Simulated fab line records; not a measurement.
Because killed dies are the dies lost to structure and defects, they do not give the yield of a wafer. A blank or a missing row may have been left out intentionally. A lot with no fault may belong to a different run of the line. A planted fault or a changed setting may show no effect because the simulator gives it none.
Which tool did it?	flow n5Finfet	9 lots (27 wafers sampled), 1 step of a 1938-step route

## WHAT THE GAUGES SHOWED, per wafer
N5_BEOL_M4_RC_MEAS_101. Usual: DIBL_N 36.0 mV/V, standard deviation 2.5; DIBL_P 36.7 mV/V, standard deviation 3; IOFF_N 0.16 nA/um, standard deviation 0.043; IOFF_P 0.21 nA/um, standard deviation 0.049; ION_N 673 uA/um, standard deviation 15; ION_P 461 uA/um, standard deviation 9.8; SS_N 71.5 mV/dec, standard deviation 0.83; SS_P 73.4 mV/dec, standard deviation 0.83; VT_N 250 mV, standard deviation 4; VT_P -251 mV, standard deviation 4.
lot	measured	on	DIBL_N (mV/V)	DIBL_P (mV/V)	IOFF_N (nA/um)	IOFF_P (nA/um)	ION_N (uA/um)	ION_P (uA/um)	SS_N (mV/dec)	SS_P (mV/dec)	VT_N (mV)	VT_P (mV)	flag
L896	day 7 17:22	prober-01	32.1 33.0 31.8	33.7 33.8 33.3	0.12 0.14 0.12	0.18 0.18 0.17	657 671 663	456 459 459	70.5 71.7 70.7	72.6 72.8 72.1	254 254 252	-254 -254 -250	
L900	day 8 18:52	prober-01	29.9 35.4 32.0	30.0 36.9 32.9	0.09 0.16 0.11	0.13 0.22 0.17	677 671 675	470 467 475	69.7 71.6 71.5	71.6 72.5 71.8	256 245 254	-257 -249 -250	
L902	day 9 07:55	prober-01	34.7 39.3 35.2	36.8 41.9 37.8	0.13 0.24 0.14	0.22 0.32 0.23	668 697 660	469 476 461	71.1 72.0 70.2	74.0 74.6 74.2	250 244 253	-248 -243 -248	
L903	day 9 20:40	prober-02	30.3 31.6 36.3	32.5 34.5 39.7	0.10 0.12 0.23	0.14 0.16 0.26	645 651 681	441 453 464	71.2 70.9 73.6	71.8 72.6 73.7	256 252 244	-257 -254 -246	
L909	day 10 23:24	prober-01	38.9 33.3 36.2	38.3 32.8 35.1	0.19 0.10 0.14	0.23 0.16 0.18	687 648 654	462 446 446	72.6 70.9 72.4	74.1 72.7 73.5	248 258 253	-250 -253 -251	
L910	day 11 03:30	prober-01	41.8 34.5 35.7	41.4 32.9 33.3	0.27 0.13 0.13	0.32 0.18 0.18	684 668 650	462 462 447	73.2 70.4 71.9	74.9 72.5 73.4	247 251 256	-244 -251 -251	
L911	day 12 02:37	prober-01	34.7 38.4 35.1	34.9 39.5 35.9	0.14 0.21 0.15	0.19 0.27 0.21	677 684 670	466 469 459	70.6 72.1 71.5	73.5 74.4 72.9	251 246 252	-250 -248 -253	
L912	day 12 06:11	prober-01	34.1 37.5 33.7	34.3 37.5 34.6	0.12 0.18 0.12	0.15 0.20 0.17	682 693 666	458 462 460	70.1 72.1 71.0	72.9 74.3 73.0	251 249 253	-257 -252 -252	
L919	day 14 13:20	prober-01	35.6 37.2 35.3	36.6 38.3 36.1	0.14 0.17 0.13	0.17 0.19 0.16	672 683 650	454 463 445	71.1 71.8 70.9	72.9 73.6 73.2	252 251 254	-256 -254 -258	

## WHAT TOOL EACH LOT RAN ON (gives the tool, then ch and the chambers of the sampled wafers, and finally the start)
Before these readings, the record contains no process step.

## AS READ BY THE TOOLS THEMSELVES (means over the sampled wafers that have a number; for cases with no such wafer, the mark the record gives instead)
The record holds no such reading with a usual standard deviation.

## THE ANSWER, worked out from the rows above alone
Rule: take the mean of a lot's wafers that have a number; if it is more than 3 standard deviations from the usual mean, the lot is off. A lot without any number at a reading at which 4 lots or more have one is off too. All remaining lots with rows at the step are treated as sound. The gauges are gone through in route order, then the tools' own readings, and for those a lot's mean is taken as printed above. The first step at which some lot is off is used, and at that step the reading that is off furthest; a lot without a number counts as furthest.
Nothing can be told from this: no lot is off at any reading shown.

## WHAT THE SIMULATOR PUT IN
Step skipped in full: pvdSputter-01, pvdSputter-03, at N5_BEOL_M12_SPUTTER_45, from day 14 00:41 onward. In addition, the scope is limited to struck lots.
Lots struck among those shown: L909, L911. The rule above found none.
